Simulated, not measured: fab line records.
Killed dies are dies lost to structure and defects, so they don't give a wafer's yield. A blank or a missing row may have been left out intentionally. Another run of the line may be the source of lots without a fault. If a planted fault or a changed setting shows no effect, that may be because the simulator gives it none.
fab line records / flow n5Finfet / part 2 of 2: steps 25 to 34 of 34
[record] lots = 5 wafers = 15 lastDay = 16
route steps=1938 shown WELL_APT@46 PMOS_HMC_CHANNEL_EPI@57
lots with no fault: from the same line, run without faults
startH: the number of hours between the record's first day and the start of the first shown wafer of the lot / waitH: hours since the lot's step before / " same as the row above / L1.1+2: one row covering several wafers at once / - no value present, or no start provided / * or withheld: withheld / < > ~ a bound
route shown NAME@n: NAME is a module with steps in the file, n the number in the route of the first one / usual: mean and standard deviation over wafers with no fault / same: alike in all rows / chamber/n: place in a boat / sites: per-site readings / _std_site: their standard deviation / _edge_site: the outer-site mean with the inner-site mean subtracted / radiusMm: how far each site lies from the wafer's centre / mask NAME#n: copy n / behind: the most recent tool/chamber to have shaped the wafer / hold: why the lot went on hold/how many hours it stayed there/how the hold came to an end / device: the n, p or np transistor that did not switch / end of line: the tests these same wafers got at the end of their route / a step with no rows: only its recipe / killed: dies lost to structure and defects at the first sort, not the wafer's yield / map: the dies of a wafer, with x for killed, . for not killed, _ for no die there
set.NAME: the setting the step ran with; set.NAME@STEP: the setting that earlier step ran with / model.NAME: the simulator's own value behind a step, which no gauge read
a table for each step, a row for each wafer; lots at some steps of the route
services: from which hour (startH, from the record's first day; less than 0 if before it) a tool's chamber was out of use, for how many hours, and why
[[steps]]
[step N5_PMOS_HMC_CHANNEL_EPI_HM_OPEN_15]
[recipe] chemistry = CHF3/O2 target = SiO2 maskMaterial = CAR-ArF-block targetDepthA = 406 CHF3_flow_sccm = 50 O2_flow_sccm = 5 Ar_flow_sccm = 200 timeS = 20.3 pressureMtorr = 30 sourceW = 650 biasW = 170 ionEnergyEv = 200
[usual] drypumpMotorCurrentA = 5.8/0.39 oesProductAu = 0.76/0.075 rfVppV = 521/7 showerheadPlenumPTorr = 2.42/0.071 throttleValvePct = 18.90/0.25
lot.wafer=L076.1 tool=rieDiel-01 chamber=0 startH=29.57 waitH=0.0 drypumpMotorCurrentA=5.4 oesProductAu=0.86 rfHoursCounterH=39 rfVppV=528 showerheadPlenumPTorr=2.45 throttleValvePct=19.08
lot.wafer=L076.2 tool=rieDiel-01 chamber=3 startH=29.57 waitH=0.0 drypumpMotorCurrentA=5.9 oesProductAu=0.87 rfHoursCounterH=59 rfVppV=521 showerheadPlenumPTorr=2.54 throttleValvePct=18.71
lot.wafer=L076.6 tool=rieDiel-01 chamber=0 startH=29.57 waitH=0.0 drypumpMotorCurrentA=5.4 oesProductAu=0.86 rfHoursCounterH=- rfVppV=529 showerheadPlenumPTorr=2.45 throttleValvePct=19.07
lot.wafer=L082.4 tool=rieDiel-06 chamber=1 startH=65.68 waitH=0.0 drypumpMotorCurrentA=5.5 oesProductAu=0.70 rfHoursCounterH=204 rfVppV=531 showerheadPlenumPTorr=2.39 throttleValvePct=18.84
lot.wafer=L082.5 tool=rieDiel-06 chamber=1 startH=65.68 waitH=0.0 drypumpMotorCurrentA=5.4 oesProductAu=0.69 rfHoursCounterH=- rfVppV=532 showerheadPlenumPTorr=2.39 throttleValvePct=18.84
lot.wafer=L082.6 tool=rieDiel-06 chamber=0 startH=65.68 waitH=0.0 drypumpMotorCurrentA=5.9 oesProductAu=0.71 rfHoursCounterH=- rfVppV=518 showerheadPlenumPTorr=2.38 throttleValvePct=18.93
lot.wafer=L086.2 tool=rieDiel-02 chamber=1 startH=89.41 waitH=0.0 drypumpMotorCurrentA=5.2 oesProductAu=0.78 rfHoursCounterH=132 rfVppV=508 showerheadPlenumPTorr=2.32 throttleValvePct=18.52
lot.wafer=L086.3 tool=rieDiel-02 chamber=0 startH=89.41 waitH=0.0 drypumpMotorCurrentA=5.9 oesProductAu=0.70 rfHoursCounterH=204 rfVppV=526 showerheadPlenumPTorr=2.31 throttleValvePct=19.42
lot.wafer=L086.6 tool=rieDiel-02 chamber=2 startH=89.41 waitH=0.0 drypumpMotorCurrentA=5.8 oesProductAu=0.74 rfHoursCounterH=- rfVppV=518 showerheadPlenumPTorr=2.48 throttleValvePct=18.88
lot.wafer=L089.1 tool=rieDiel-01 chamber=2 startH=107.62 waitH=0.0 drypumpMotorCurrentA=5.6 oesProductAu=0.75 rfHoursCounterH=163 rfVppV=520 showerheadPlenumPTorr=2.41 throttleValvePct=18.68
lot.wafer=L089.2 tool=rieDiel-01 chamber=1 startH=107.62 waitH=0.0 drypumpMotorCurrentA=6.4 oesProductAu=0.93 rfHoursCounterH=15 rfVppV=530 showerheadPlenumPTorr=2.38 throttleValvePct=18.72
lot.wafer=L089.5 tool=rieDiel-01 chamber=1 startH=107.62 waitH=0.0 drypumpMotorCurrentA=6.4 oesProductAu=0.93 rfHoursCounterH=- rfVppV=529 showerheadPlenumPTorr=2.38 throttleValvePct=18.74
lot.wafer=L092.1 tool=rieDiel-01 chamber=0 startH=125.64 waitH=0.0 drypumpMotorCurrentA=5.4 oesProductAu=0.81 rfHoursCounterH=70 rfVppV=527 showerheadPlenumPTorr=2.44 throttleValvePct=19.15
lot.wafer=L092.3 tool=rieDiel-01 chamber=1 startH=125.64 waitH=0.0 drypumpMotorCurrentA=6.4 oesProductAu=0.91 rfHoursCounterH=20 rfVppV=530 showerheadPlenumPTorr=2.38 throttleValvePct=18.74
lot.wafer=L092.5 tool=rieDiel-01 chamber=1 startH=125.64 waitH=0.0 drypumpMotorCurrentA=6.4 oesProductAu=0.91 rfHoursCounterH=- rfVppV=528 showerheadPlenumPTorr=2.38 throttleValvePct=18.75
[step N5_PMOS_HMC_CHANNEL_EPI_STRIP_33]
[recipe] chemistry = N2/H2 powerW = 500 tempC = 40 pressureMtorr = 50 rfFrequencyHz = 6e+07 overashFraction = 0.3 biasPowerW = 8 h2Frac = 0.5 n2FlowSccm = 300 h2FlowSccm = 300
[usual] drypumpMotorCurrentA = 5.8/0.4 h2FlowSccm = 300.0/0.92 oesProductAu = 0.76/0.076 rfVppV = 54.4/1.6 showerheadPlenumPTorr = 3.36/0.1 throttleValvePct = 18.95/0.26
lot.wafer=L076.1 tool=rieDiel-01 chamber=0 startH=29.62 waitH=0.0 drypumpMotorCurrentA=5.4 h2FlowSccm=300.5 oesProductAu=0.87 rfHoursCounterH=39 rfVppV=54.0 showerheadPlenumPTorr=3.40 throttleValvePct=18.73
lot.wafer=L076.2 tool=rieDiel-01 chamber=3 startH=29.62 waitH=0.0 drypumpMotorCurrentA=5.9 h2FlowSccm=301.2 oesProductAu=0.87 rfHoursCounterH=59 rfVppV=55.9 showerheadPlenumPTorr=3.51 throttleValvePct=18.54
lot.wafer=L076.6 tool=rieDiel-01 chamber=0 startH=29.62 waitH=0.0 drypumpMotorCurrentA=5.4 h2FlowSccm=301.2 oesProductAu=0.87 rfHoursCounterH=- rfVppV=53.7 showerheadPlenumPTorr=3.39 throttleValvePct=18.78
lot.wafer=L082.4 tool=rieDiel-06 chamber=1 startH=65.73 waitH=0.0 drypumpMotorCurrentA=5.5 h2FlowSccm=300.3 oesProductAu=0.70 rfHoursCounterH=204 rfVppV=54.7 showerheadPlenumPTorr=3.35 throttleValvePct=18.93
lot.wafer=L082.5 tool=rieDiel-06 chamber=1 startH=65.73 waitH=0.0 drypumpMotorCurrentA=5.5 h2FlowSccm=299.2 oesProductAu=0.68 rfHoursCounterH=- rfVppV=53.8 showerheadPlenumPTorr=3.35 throttleValvePct=18.92
lot.wafer=L082.6 tool=rieDiel-06 chamber=0 startH=65.73 waitH=0.0 drypumpMotorCurrentA=5.9 h2FlowSccm=301.0 oesProductAu=0.72 rfHoursCounterH=- rfVppV=56.8 showerheadPlenumPTorr=3.31 throttleValvePct=19.43
lot.wafer=L086.2 tool=rieDiel-02 chamber=1 startH=89.47 waitH=0.0 drypumpMotorCurrentA=5.2 h2FlowSccm=296.3 oesProductAu=0.81 rfHoursCounterH=132 rfVppV=54.6 showerheadPlenumPTorr=3.25 throttleValvePct=18.70
lot.wafer=L086.3 tool=rieDiel-02 chamber=0 startH=89.47 waitH=0.0 drypumpMotorCurrentA=5.9 h2FlowSccm=301.1 oesProductAu=0.70 rfHoursCounterH=204 rfVppV=50.7 showerheadPlenumPTorr=3.18 throttleValvePct=19.12
lot.wafer=L086.6 tool=rieDiel-02 chamber=2 startH=89.47 waitH=0.0 drypumpMotorCurrentA=5.8 h2FlowSccm=298.9 oesProductAu=0.74 rfHoursCounterH=- rfVppV=55.4 showerheadPlenumPTorr=3.50 throttleValvePct=19.14
lot.wafer=L089.1 tool=rieDiel-01 chamber=2 startH=107.68 waitH=0.0 drypumpMotorCurrentA=5.6 h2FlowSccm=301.7 oesProductAu=0.74 rfHoursCounterH=163 rfVppV=53.2 showerheadPlenumPTorr=3.37 throttleValvePct=19.23
lot.wafer=L089.2 tool=rieDiel-01 chamber=1 startH=107.68 waitH=0.0 drypumpMotorCurrentA=6.5 h2FlowSccm=300.3 oesProductAu=0.92 rfHoursCounterH=15 rfVppV=52.9 showerheadPlenumPTorr=3.29 throttleValvePct=18.64
lot.wafer=L089.5 tool=rieDiel-01 chamber=1 startH=107.68 waitH=0.0 drypumpMotorCurrentA=6.5 h2FlowSccm=300.4 oesProductAu=0.92 rfHoursCounterH=- rfVppV=55.4 showerheadPlenumPTorr=3.29 throttleValvePct=18.64
lot.wafer=L092.1 tool=rieDiel-01 chamber=0 startH=125.70 waitH=0.0 drypumpMotorCurrentA=5.4 h2FlowSccm=298.7 oesProductAu=0.81 rfHoursCounterH=70 rfVppV=53.4 showerheadPlenumPTorr=3.38 throttleValvePct=18.79
lot.wafer=L092.3 tool=rieDiel-01 chamber=1 startH=125.70 waitH=0.0 drypumpMotorCurrentA=6.5 h2FlowSccm=298.8 oesProductAu=0.90 rfHoursCounterH=20 rfVppV=56.4 showerheadPlenumPTorr=3.29 throttleValvePct=18.68
lot.wafer=L092.5 tool=rieDiel-01 chamber=1 startH=125.70 waitH=0.0 drypumpMotorCurrentA=6.5 h2FlowSccm=298.8 oesProductAu=0.91 rfHoursCounterH=- rfVppV=54.1 showerheadPlenumPTorr=3.29 throttleValvePct=18.67
[step N5_PMOS_HMC_CHANNEL_EPI_STRIP_17]
[recipe] chemistry = SPM timeS = 750 tempC = 130 h2so4H2o2VolRatio = 4 dry = ipaMarangoni
lot.wafer=L076.1+2+6 tool=wetBench-01 chamber=5,6,0 startH=29.69 waitH=-
lot.wafer=L082.4+5+6 tool=wetBench-02 chamber=3,2,1 startH=65.80 waitH=-
lot.wafer=L086.2+3+6 tool=wetBench-02 chamber=1,7,6 startH=89.54 waitH=-
lot.wafer=L089.1+2+5 tool=wetBench-01 chamber=3,0,2 startH=107.74 waitH=-
lot.wafer=L092.1+3+5 tool=wetBench-01 chamber=2,0,1 startH=125.76 waitH=-
[step N5_PMOS_HMC_CHANNEL_EPI_ETCH_38]
[recipe] chemistry = CF4 target = SiO2 targetDepthA = 15 ionEnergyEv = 350 pressureMtorr = 10 icpW = 800 biasW = 400 cf4FlowSccm = 80
[usual] drypumpMotorCurrentA = 5.6/0.35 oesProductAu = 0.995/0.02 throttleValvePct = 21.77/0.26
lot.wafer=L076.1 tool=rieSi-04 chamber=0 startH=29.93 waitH=0.0 drypumpMotorCurrentA=5.0 oesProductAu=0.986 rfHoursCounterH=16 throttleValvePct=21.46
lot.wafer=L076.2 tool=rieSi-04 chamber=2 startH=29.93 waitH=0.0 drypumpMotorCurrentA=5.4 oesProductAu=1.021 rfHoursCounterH=14 throttleValvePct=21.89
lot.wafer=L076.6 tool=rieSi-04 chamber=0 startH=29.93 waitH=0.0 drypumpMotorCurrentA=5.0 oesProductAu=0.980 rfHoursCounterH=- throttleValvePct=21.47
lot.wafer=L082.4 tool=rieSi-04 chamber=0 startH=66.04 waitH=0.0 drypumpMotorCurrentA=5.0 oesProductAu=0.983 rfHoursCounterH=17 throttleValvePct=21.47
lot.wafer=L082.5 tool=rieSi-04 chamber=3 startH=66.04 waitH=0.0 drypumpMotorCurrentA=5.4 oesProductAu=0.992 rfHoursCounterH=- throttleValvePct=22.09
lot.wafer=L082.6 tool=rieSi-04 chamber=0 startH=66.04 waitH=0.0 drypumpMotorCurrentA=5.0 oesProductAu=0.992 rfHoursCounterH=- throttleValvePct=21.49
lot.wafer=L086.2 tool=rieSi-01 chamber=0 startH=89.77 waitH=0.0 drypumpMotorCurrentA=6.1 oesProductAu=0.989 rfHoursCounterH=26 throttleValvePct=22.24
lot.wafer=L086.3 tool=rieSi-01 chamber=2 startH=89.77 waitH=0.0 drypumpMotorCurrentA=5.8 oesProductAu=0.995 rfHoursCounterH=48 throttleValvePct=21.65
lot.wafer=L086.6 tool=rieSi-01 chamber=1 startH=89.77 waitH=0.0 drypumpMotorCurrentA=5.5 oesProductAu=1.006 rfHoursCounterH=- throttleValvePct=21.59
lot.wafer=L089.1 tool=rieSi-04 chamber=3 startH=107.98 waitH=0.0 drypumpMotorCurrentA=5.4 oesProductAu=0.997 rfHoursCounterH=134 throttleValvePct=22.10
lot.wafer=L089.2 tool=rieSi-04 chamber=0 startH=107.98 waitH=0.0 drypumpMotorCurrentA=5.0 oesProductAu=0.989 rfHoursCounterH=18 throttleValvePct=21.46
lot.wafer=L089.5 tool=rieSi-04 chamber=0 startH=107.98 waitH=0.0 drypumpMotorCurrentA=5.0 oesProductAu=0.992 rfHoursCounterH=- throttleValvePct=21.46
lot.wafer=L092.1 tool=rieSi-06 chamber=1 startH=126.00 waitH=0.0 drypumpMotorCurrentA=5.5 oesProductAu=0.984 rfHoursCounterH=6 throttleValvePct=21.60
lot.wafer=L092.3 tool=rieSi-06 chamber=0 startH=126.00 waitH=0.0 drypumpMotorCurrentA=5.1 oesProductAu=0.991 rfHoursCounterH=89 throttleValvePct=22.19
lot.wafer=L092.5 tool=rieSi-06 chamber=0 startH=126.00 waitH=0.0 drypumpMotorCurrentA=5.2 oesProductAu=0.984 rfHoursCounterH=- throttleValvePct=22.21
[step N5_PMOS_HMC_CHANNEL_EPI_FIN_RECESS_16]
[recipe] chemistry = HBr/Cl2 target = Si maskMaterial = SiO2 targetDepthA = 540 timeS = 18 pressureMtorr = 10 icpW = 800 biasW = 75 HBr_flow_sccm = 150 Cl2_flow_sccm = 80
[usual] drypumpMotorCurrentA = 5.6/0.36 oesProductAu = 0.995/0.018 throttleValvePct = 35.5/0.3
lot.wafer=L076.1 tool=rieSi-04 chamber=0 startH=29.95 waitH=0.0 drypumpMotorCurrentA=5.0 oesProductAu=0.988 rfHoursCounterH=16 throttleValvePct=35.3
lot.wafer=L076.2 tool=rieSi-04 chamber=2 startH=29.95 waitH=0.0 drypumpMotorCurrentA=5.4 oesProductAu=1.019 rfHoursCounterH=14 throttleValvePct=35.6
lot.wafer=L076.6 tool=rieSi-04 chamber=0 startH=29.95 waitH=0.0 drypumpMotorCurrentA=5.0 oesProductAu=0.989 rfHoursCounterH=- throttleValvePct=35.3
lot.wafer=L082.4 tool=rieSi-04 chamber=0 startH=66.06 waitH=0.0 drypumpMotorCurrentA=5.0 oesProductAu=0.981 rfHoursCounterH=17 throttleValvePct=35.3
lot.wafer=L082.5 tool=rieSi-04 chamber=3 startH=66.06 waitH=0.0 drypumpMotorCurrentA=5.4 oesProductAu=0.999 rfHoursCounterH=- throttleValvePct=35.7
lot.wafer=L082.6 tool=rieSi-04 chamber=0 startH=66.06 waitH=0.0 drypumpMotorCurrentA=5.0 oesProductAu=0.982 rfHoursCounterH=- throttleValvePct=35.3
lot.wafer=L086.2 tool=rieSi-01 chamber=0 startH=89.79 waitH=0.0 drypumpMotorCurrentA=6.2 oesProductAu=0.970 rfHoursCounterH=26 throttleValvePct=35.8
lot.wafer=L086.3 tool=rieSi-01 chamber=2 startH=89.79 waitH=0.0 drypumpMotorCurrentA=5.9 oesProductAu=0.991 rfHoursCounterH=48 throttleValvePct=35.3
lot.wafer=L086.6 tool=rieSi-01 chamber=1 startH=89.79 waitH=0.0 drypumpMotorCurrentA=5.5 oesProductAu=1.014 rfHoursCounterH=- throttleValvePct=35.4
lot.wafer=L089.1 tool=rieSi-04 chamber=3 startH=108.00 waitH=0.0 drypumpMotorCurrentA=5.4 oesProductAu=0.993 rfHoursCounterH=134 throttleValvePct=35.7
lot.wafer=L089.2 tool=rieSi-04 chamber=0 startH=108.00 waitH=0.0 drypumpMotorCurrentA=5.0 oesProductAu=0.970 rfHoursCounterH=18 throttleValvePct=35.3
lot.wafer=L089.5 tool=rieSi-04 chamber=0 startH=108.00 waitH=0.0 drypumpMotorCurrentA=5.0 oesProductAu=0.972 rfHoursCounterH=- throttleValvePct=35.3
lot.wafer=L092.1 tool=rieSi-06 chamber=1 startH=126.02 waitH=0.0 drypumpMotorCurrentA=5.5 oesProductAu=0.985 rfHoursCounterH=6 throttleValvePct=35.6
lot.wafer=L092.3 tool=rieSi-06 chamber=0 startH=126.02 waitH=0.0 drypumpMotorCurrentA=5.1 oesProductAu=0.991 rfHoursCounterH=89 throttleValvePct=36.1
lot.wafer=L092.5 tool=rieSi-06 chamber=0 startH=126.02 waitH=0.0 drypumpMotorCurrentA=5.2 oesProductAu=0.984 rfHoursCounterH=- throttleValvePct=36.1
[step N5_PMOS_HMC_CHANNEL_EPI_PRECLEAN_36]
[recipe] chemistry = O3/DIW timeS = 45 tempC = 22 o3Ppm = 10
lot.wafer=L076.1+2+6 tool=wetBench-03 chamber=1,2,6 startH=30.04 waitH=0.1
lot.wafer=L082.4+5+6 tool=wetBench-01 chamber=3,1,5 startH=66.15 waitH=0.1
lot.wafer=L086.2+3+6 tool=wetBench-03 chamber=4,2,3 startH=89.89 waitH=0.1
lot.wafer=L089.1+2+5 tool=wetBench-01 chamber=4,0,6 startH=108.10 waitH=0.1
lot.wafer=L092.1+3+5 tool=wetBench-03 chamber=3,7,5 startH=126.12 waitH=0.1
[step N5_PMOS_HMC_CHANNEL_EPI_PRECLEAN_18]
[recipe] chemistry = DHF timeS = 30 tempC = 25 dilution = withheld
lot.wafer=L076.1+2+6 tool=wetBench-03 chamber=1,2,6 startH=30.06 waitH=0.0
lot.wafer=L082.4+5+6 tool=wetBench-01 chamber=3,1,5 startH=66.17 waitH=0.0
lot.wafer=L086.2+3+6 tool=wetBench-03 chamber=4,2,3 startH=89.90 waitH=0.0
lot.wafer=L089.1+2+5 tool=wetBench-01 chamber=4,0,6 startH=108.11 waitH=0.0
lot.wafer=L092.1+3+5 tool=wetBench-03 chamber=3,7,5 startH=126.13 waitH=0.0
[step N5_PMOS_HMC_CHANNEL_EPI_SRD_19]
[recipe] dry = ipaMarangoni doPpb = 5 timeS = 30 tempC = 23 rinseLiquid = diw
lot.wafer=L076.1+2+6 tool=wetBench-03 chamber=1,2,6 startH=30.07 waitH=0.0
lot.wafer=L082.4+5+6 tool=wetBench-01 chamber=3,1,5 startH=66.18 waitH=0.0
lot.wafer=L086.2+3+6 tool=wetBench-03 chamber=4,2,3 startH=89.91 waitH=0.0
lot.wafer=L089.1+2+5 tool=wetBench-01 chamber=4,0,6 startH=108.12 waitH=0.0
lot.wafer=L092.1+3+5 tool=wetBench-03 chamber=3,7,5 startH=126.14 waitH=0.0
[step N5_PMOS_HMC_CHANNEL_EPI_EPI_20]
[recipe] material = SiGe30 maskMaterial = SiO2 pressureTorr = 20 targetThkA = 590 tempC = 600
lot.wafer=L076.1+2+6 tool=epiRpcvd-03 chamber=0 startH=30.12 waitH=0.0
lot.wafer=L082.4+5+6 tool=epiRpcvd-02 chamber=0 startH=66.83 waitH=0.6
lot.wafer=L086.2+3+6 tool=epiRpcvd-04 chamber=0 startH=90.32 waitH=0.4
lot.wafer=L089.1+2+5 tool=epiRpcvd-04 chamber=0 startH=108.17 waitH=0.0
lot.wafer=L092.1+3+5 tool=epiRpcvd-02 chamber=0 startH=126.19 waitH=0.0
[step N5_PMOS_HMC_CHANNEL_EPI_HM_STRIP_35]
[recipe] chemistry = dHF tempC = 25 material = SiO2 target = SiO2 targetDepthA = 396 timeS = 216
lot.wafer=L076.1+2+6 tool=wetBench-02 chamber=2,4,6 startH=31.35 waitH=1.0
lot.wafer=L082.4+5+6 tool=wetBench-03 chamber=2,0,1 startH=67.46 waitH=0.4
lot.wafer=L086.2+3+6 tool=wetBench-03 chamber=1,4,5 startH=92.13 waitH=1.5
lot.wafer=L089.1+2+5 tool=wetBench-01 chamber=4,7,6 startH=109.80 waitH=1.4
lot.wafer=L092.1+3+5 tool=wetBench-02 chamber=3,1,7 startH=127.44 waitH=1.0
[[services]]
tool=arfiScanner-01 chamber=- startH=7.82 hours=0.8 kind=pm
tool=rieDiel-02 chamber=1 startH=30.25 hours=1.6 kind=repair
tool=rieDiel-04 chamber=2 startH=32.91 hours=5.1 kind=repair
tool=rieDiel-05 chamber=- startH=34.27 hours=1.2 kind=repair
tool=rieDiel-02 chamber=0 startH=35.62 hours=16.3 kind=repair
tool=implanter-02 chamber=- startH=36.02 hours=4.0 kind=pm
tool=rieSi-01 chamber=0 startH=37.25 hours=6.4 kind=repair
tool=rieDiel-03 chamber=3 startH=39.36 hours=40.4 kind=repair
tool=rieSi-06 chamber=- startH=42.33 hours=0.5 kind=repair
tool=arfiScanner-01 chamber=- startH=42.70 hours=1.3 kind=pm
tool=pecvd-03 chamber=2 startH=45.28 hours=4.9 kind=repair
tool=rieSi-04 chamber=2 startH=50.96 hours=6.5 kind=repair
tool=rieDiel-04 chamber=2 startH=53.58 hours=6.0 kind=repair
tool=arfiScanner-02 chamber=- startH=57.38 hours=1.0 kind=pm
tool=arfiScanner-02 chamber=- startH=64.09 hours=0.8 kind=pm
tool=rieSi-04 chamber=3 startH=71.43 hours=2.1 kind=repair
tool=rtpAnneal-01 chamber=- startH=80.18 hours=3.8 kind=pm
tool=wetBench-02 chamber=- startH=84.73 hours=1.9 kind=pm
tool=rieDiel-05 chamber=2 startH=91.55 hours=11.1 kind=repair
tool=arfiScanner-01 chamber=- startH=91.57 hours=1.5 kind=pm
tool=arfiScanner-01 chamber=- startH=99.94 hours=1.1 kind=repair
tool=rieDiel-01 chamber=1 startH=107.72 hours=3.6 kind=repair
tool=wetBench-04 chamber=- startH=117.12 hours=0.8 kind=repair
tool=rieSi-01 chamber=0 startH=120.85 hours=14.7 kind=repair
